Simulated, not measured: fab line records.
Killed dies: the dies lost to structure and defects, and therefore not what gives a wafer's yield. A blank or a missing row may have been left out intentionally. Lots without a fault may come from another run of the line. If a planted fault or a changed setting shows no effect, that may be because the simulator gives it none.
A single fault, viewed from 3 desks + flow n5Finfet + only its own numbers are on each desk; what lay behind them is given at the end

## THE DEFECT DESK
Per lot, the means of the sampled wafers with a number show what the inspections along the route counted. Marked OUT: a lot whose mean sits more than 4 standard deviations from the usual mean, which makes it out of limits; the brackets give that distance.
Columns: A = rawDefectCount at N5_SD_EPI_N_INSPECT_11, usual 1.9
| lot  | first seen here | A   |
|------|-----------------|-----|
| L938 | day 3 06:13     | 0.7 |
| L939 | day 3 17:14     | 2.3 |
| L942 | day 4 06:38     | 1.5 |
| L943 | day 4 11:41     | 4.0 |
| L951 | day 6 12:23     | 2.3 |
| L952 | day 6 19:40     | 2.0 |
Finding of this desk: none of the 6 lots has anything out of limits.

## METROLOGY DESK
Means of the sampled wafers that have a number, per lot and without regard to the tool the lot ran on: this is what the gauges read. Marked OUT: a lot whose mean sits more than 4 standard deviations from the usual mean, which makes it out of limits; the brackets give that distance.
Columns: A = cdNm at N5_SD_EPI_N_CD_MEAS_09, usual 120.6 nm; B = SD_N_BLK_OVL at N5_SD_EPI_N_OVL_MEAS_10, usual -0.3 nm
| lot  | first seen here | A     | B    |
|------|-----------------|-------|------|
| L938 | day 3 06:10     | 119.4 | -1.3 |
| L939 | day 3 17:11     | 121.6 | -0.1 |
| L942 | day 4 06:35     | 120.2 | 0.2  |
| L943 | day 4 11:38     | 120.2 | -0.9 |
| L951 | day 6 12:20     | 120.1 | -0.2 |
| L952 | day 6 19:37     | 119.8 | -0.6 |
Finding of this desk: none of the 6 lots has anything out of limits.

## DESK OF THE TOOL OWNER: rieDiel-04
The tool's own readings at N5_SD_EPI_N_ETCH_16 (etches SiO2 in CHF3/O2, target depth 5 nm): means of the sampled wafers that have a number, for each lot that ran on this tool. Marked OUT: a lot whose mean sits more than 4 standard deviations from the usual mean, which makes it out of limits; the brackets give that distance.
Columns: A = drypumpMotorCurrentA at N5_SD_EPI_N_ETCH_16, usual 5.4 A; B = oesProductAu at N5_SD_EPI_N_ETCH_16, usual 0.74 a.u.; C = rfVppV at N5_SD_EPI_N_ETCH_16, usual 526 V; D = showerheadPlenumPTorr at N5_SD_EPI_N_ETCH_16, usual 2.38 Torr; E = throttleValvePct at N5_SD_EPI_N_ETCH_16, usual 18.88 %
| lot  | first seen here | A   | B    | C   | D    | E     |
|------|-----------------|-----|------|-----|------|-------|
| L938 | day 3 07:01     | 5.1 | 0.72 | 532 | 2.37 | 18.84 |
| L942 | day 4 07:17     | 5.3 | 0.79 | 520 | 2.29 | 18.70 |
| L943 | day 4 12:21     | 5.1 | 0.81 | 532 | 2.42 | 18.91 |
| L952 | day 6 20:19     | 5.2 | 0.70 | 532 | 2.36 | 18.89 |
Finding of this desk: none of the 4 lots has anything out of limits.

## ALL TOGETHER
The defect desk saw nothing out of limits.
From the metrology desk's view, nothing was out of limits.
The desk of the tool owner found nothing out of limits.

## WHAT THE SIMULATOR HAD INSERTED
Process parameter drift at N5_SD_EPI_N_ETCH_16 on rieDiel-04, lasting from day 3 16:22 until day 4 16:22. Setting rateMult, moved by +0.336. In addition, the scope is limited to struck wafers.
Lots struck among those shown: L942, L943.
